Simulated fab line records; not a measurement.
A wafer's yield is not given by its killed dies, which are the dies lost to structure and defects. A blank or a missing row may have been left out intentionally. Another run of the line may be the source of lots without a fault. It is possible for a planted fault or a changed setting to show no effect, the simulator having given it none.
2 desks, one fault	flow n5 finfet	what lay behind the numbers comes last; until then each desk has only its own

== THE DEFECT DESK ==
Inspection counts along the route, by lot: the mean over sampled wafers that carry a number. Any lot whose mean is over 4 standard deviations away from the usual mean is out of limits and marked OUT; that distance is given in the brackets.
Columns: A = raw defect count at N5_BEOL_M7_INSPECT_58, usual 78
lot	first seen here	A
L145	day 9 12:00	93
L146	day 9 18:03	46
L149	day 10 09:20	82
L150	day 10 21:50	61
L151	day 11 08:05	53
L154	day 12 06:04	57
L153	day 12 06:19	88
L155	day 12 10:40	64
L158	day 12 16:38	73
L160	day 13 18:46	74
L163	day 14 00:10	79
L166	day 14 22:20	117
Result from this desk: across the 12 lots, nothing is out of limits.

== DESK OF THE TOOL OWNER: litho track-04 ==
The tool's own readings at N5_BEOL_M8_COAT_59 (time 60 s, resist thk 100 nm): means of the sampled wafers that have a number, for each lot that ran on this tool. Any lot whose mean is over 4 standard deviations away from the usual mean is out of limits and marked OUT; that distance is given in the brackets.
Columns: A = spin speed rpm at N5_BEOL_M8_COAT_59, usual 1500.0 rpm
lot	first seen here	A
L146	day 9 19:09	1500.2
L149	day 10 12:41	1501.3
L153	day 12 08:25	1499.7
L158	day 12 19:20	1501.5
L160	day 13 20:27	1717.4 (+99 or more) OUT
L163	day 14 01:13	1716.0 (+99 or more) OUT
This desk's verdict: out of limits on L160, L163, starting with L160 at day 13 20:27 (spin speed rpm at N5_BEOL_M8_COAT_59). In limits: L146, L149, L153, L158.

== ALL TOGETHER ==
The tool owner's desk had the chance to raise an alarm at day 13 20:27 on L160, L163.
Nothing the defect desk looked at was out of limits.
The defect desk has L160, L163 on record, within its limits.
Of the lots named, all ran N5_BEOL_M8_COAT_59 on litho track-04.

== WHAT HAD BEEN PUT IN BY THE SIMULATOR ==
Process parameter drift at N5_BEOL_M8_COAT_59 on litho track-04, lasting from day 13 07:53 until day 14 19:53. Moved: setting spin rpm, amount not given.
Shown lots that were struck: L160, L163.
Hours from the fault's start to each desk's first reading out of limits: the tool owner's desk, 13.
